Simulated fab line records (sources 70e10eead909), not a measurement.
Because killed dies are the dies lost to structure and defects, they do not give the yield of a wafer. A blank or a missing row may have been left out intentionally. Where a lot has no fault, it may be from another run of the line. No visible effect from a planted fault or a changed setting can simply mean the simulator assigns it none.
Chamber matching | flow nandHarc | rieDiel-08 running NHARC_A_CHANNEL_FILL_D1_STRIP_28: 4 sister chambers
The step strips in O2, time 20 s. 20 wafers are shown with their chamber, then 10 later ones without.

## WAFERS, EACH WITH ITS CHAMBER
wafer  | chamber | showerheadPlenumPTorr (Torr) | drypumpMotorCurrentA (A) | rfVppV (V)
L074.1 | 3       | 3.65                         | 5.7                      | 58.9
L074.5 | 2       | 3.59                         | 5.0                      | 58.5
L074.6 | 1       | 3.79                         | 4.9                      | 59.8
L077.3 | 1       | 3.79                         | 4.9                      | 60.1
L077.4 | 3       | 3.65                         | 5.8                      | 57.3
L077.5 | 1       | 3.79                         | 4.9                      | 59.6
L080.2 | 1       | 3.79                         | 4.9                      | 59.6
L080.3 | 0       | 3.32                         | 4.8                      | 56.3
L080.5 | 2       | 3.59                         | 5.0                      | 59.0
L081.3 | 3       | 3.65                         | 5.7                      | 58.1
L081.5 | 1       | 3.78                         | 4.9                      | 57.0
L081.6 | 2       | 3.59                         | 5.0                      | 55.9
L086.2 | 2       | 3.58                         | 5.0                      | 57.9
L086.5 | 3       | 3.65                         | 5.7                      | 57.3
L086.6 | 2       | 3.58                         | 5.0                      | 58.3
L087.3 | 1       | 3.78                         | 4.9                      | 57.9
L087.5 | 1       | 3.78                         | 4.9                      | 57.9
L087.6 | 2       | 3.58                         | 5.0                      | 59.1
L090.2 | 2       | 3.58                         | 5.0                      | 58.5
L090.3 | 3       | 3.65                         | 5.7                      | 57.3

SIGNATURES (means of the wafers above)
reading               | chamber 0 | chamber 1 | chamber 2 | chamber 3 | scatter within a chamber
showerheadPlenumPTorr | 3.3200    | 3.7857    | 3.5843    | 3.6500    | 0.00463
drypumpMotorCurrentA  | 4.800     | 4.900     | 5.000     | 5.720     | 0.0224
rfVppV                | 56.300    | 58.843    | 58.171    | 57.780    | 1.06
Rule: a wafer's distance from a chamber is the root of the sum, over the readings, of the square of ((its reading less the chamber's mean) divided by the reading's scatter). The wafer belongs to the nearest chamber; if the next one is less than 2 further off, it can't be placed. How the scatter is found: for the shown wafers, subtract from each reading the mean of its chamber, square and add these, divide the total by (wafers less chambers), then take the root.

## WAFERS WITH NO CHAMBER GIVEN
wafer  | showerheadPlenumPTorr (Torr) | drypumpMotorCurrentA (A) | rfVppV (V)
L090.6 | 3.78                         | 4.9                      | 58.5
L092.1 | 3.58                         | 5.0                      | 57.5
L092.2 | 3.78                         | 4.9                      | 58.7
L092.5 | 3.32                         | 4.8                      | 56.4
L095.2 | 3.58                         | 5.1                      | 56.8
L095.4 | 3.65                         | 5.8                      | 57.6
L095.5 | 3.32                         | 4.9                      | 58.1
L097.2 | 3.78                         | 4.9                      | 58.3
L097.3 | 3.32                         | 4.8                      | 55.7
L097.6 | 3.32                         | 4.8                      | 57.5

## EACH ONE'S CHAMBER
wafer  | from the rows above | in truth
L090.6 | 1                   | 1
L092.1 | 2                   | 2
L092.2 | 1                   | 1
L092.5 | 0                   | 0
L095.2 | 2                   | 2
L095.4 | 3                   | 3
L095.5 | 0                   | 0
L097.2 | 1                   | 1
L097.3 | 0                   | 0
L097.6 | 0                   | 0
Correctly placed: 10 of 10. Left unplaced by these rows: 0. Placed wrongly: 0.
